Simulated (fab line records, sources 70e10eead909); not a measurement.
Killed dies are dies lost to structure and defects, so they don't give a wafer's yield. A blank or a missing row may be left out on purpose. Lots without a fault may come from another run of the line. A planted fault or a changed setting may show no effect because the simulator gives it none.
Chamber matching | flow nand_harc | NHARC_A_SLIT_DEP_23 on pecvd-04: 3 sister chambers
The step deposits SiON, target thk 100 nm. 3 wafers are shown with their chamber, then 7 later ones without.

WAFERS WITH THEIR CHAMBER
wafer  | chamber | heater_power_w (W)
L088.4 | 0       | 712
L092.3 | 1       | 644
L092.4 | 2       | 618

WAFERS WITHOUT THEIR CHAMBER
wafer  | heater_power_w (W)
L092.6 | 619
L093.1 | 740
L093.3 | 753
L093.4 | 606
L094.4 | 690
L094.5 | 697
L094.6 | 791

WHICH CHAMBER EACH WENT THROUGH
wafer  | from the rows above          | in truth
L092.6 | can't be placed: 2 or 1      | 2
L093.1 | can't be placed: 0 or 1      | 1
L093.3 | can't be placed: 0 or 1      | 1
L093.4 | can't be placed: 2 or 1      | 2
L094.4 | can't be placed: 0 or 1 or 2 | 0
L094.5 | can't be placed: 0 or 1 or 2 | 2
L094.6 | can't be placed: 0 or 1      | 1
Placed correctly: 0 of 7. Can't be placed from these rows: 7 (the true chamber is among the candidates in 7). Placed wrongly: 0.
How it was worked out, from the rows above alone: a wafer's distance from a chamber is the root of the sum, over the readings, of the square of ((its reading less the chamber's mean) divided by the reading's scatter). The wafer belongs to the nearest chamber; if the next one is less than 2 further off, it can't be placed. A chamber's mean is the mean of its shown wafers. The scatter: with one shown wafer a chamber, the root of the mean of the squares of how far each hidden wafer lies from its nearest shown one.
